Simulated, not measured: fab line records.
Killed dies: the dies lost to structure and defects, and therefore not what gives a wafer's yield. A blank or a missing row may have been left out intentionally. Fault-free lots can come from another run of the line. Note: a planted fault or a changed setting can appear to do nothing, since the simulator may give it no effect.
A single fault, viewed from 2 desks ; flow nand-harc ; every desk sees just its own numbers, and what lay behind them comes last

TOOL OWNER'S DESK, ecd-cu-02
The tool's own readings at NHARC_P_M1_ECD_22 (material Cu, target thk 400 nm): means of the sampled wafers that have a number, for each lot that ran on this tool. Marked OUT: a lot whose mean sits more than 4 standard deviations from the usual mean, which makes it out of limits; the brackets give that distance.
Columns: A = bath-heat-duty-pct at NHARC_P_M1_ECD_22, usual 7.2 %; B = bath-temp-c at NHARC_P_M1_ECD_22, usual 25.03 C
lot;first seen here;A;B
L168;day 11 16:25;7.4;25.01
L170;day 12 13:28;7.5;25.04
L172;day 13 13:39;7.4;25.11
L174;day 14 16:38;7.7;25.02
L176;day 15 12:08;8.3;25.05
L178;day 16 06:55;7.9;24.94
Result from this desk: across the 6 lots, nothing is out of limits.

AT THE METROLOGY DESK
Lot by lot, what the gauges showed, no matter which tool ran the lot: averages of those sampled wafers that carry a number. Marked OUT: a lot whose mean sits more than 4 standard deviations from the usual mean, which makes it out of limits; the brackets give that distance.
Columns: A = thk-nm at NHARC_P_M1_THK_MEAS_24, usual 157.7 nm
lot;first seen here;A
L155;day 6 09:14;158.4
L157;day 7 12:32;158.2
L162;day 9 04:08;29.8 (-91) OUT
L163;day 9 14:54;31.3 (-90) OUT
L167;day 11 06:34;157.0
L168;day 11 17:28;156.7
L170;day 12 14:29;157.2
L171;day 13 11:03;158.8
L172;day 13 14:41;157.1
L174;day 14 17:40;157.3
L176;day 15 13:10;156.0
L177;day 15 19:31;157.4
L178;day 16 07:58;159.0
This desk finds L162, L163 out of limits, L162 being first, at day 9 04:08 (thk-nm at NHARC_P_M1_THK_MEAS_24). In limits: L155, L157, L167, L168, L170, L171, L172, L174, L176, L177, L178.

BROUGHT TOGETHER
On L162, L163, the metrology desk was in a position to raise an alarm at day 9 04:08.
The tool owner's desk saw nothing out of limits.
The tool owner's desk has no number on record for L162, L163.
Every lot named ran NHARC_P_M1_ECD_22 on ecd-cu-02.

WHAT THE SIMULATOR PUT IN
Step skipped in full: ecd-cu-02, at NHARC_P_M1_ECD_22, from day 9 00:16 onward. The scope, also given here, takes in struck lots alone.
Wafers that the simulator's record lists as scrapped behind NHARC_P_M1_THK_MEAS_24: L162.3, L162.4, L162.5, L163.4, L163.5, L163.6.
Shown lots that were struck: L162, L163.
Per desk, hours elapsed from the start of the fault to the first reading out of limits: for the metrology desk, 4.
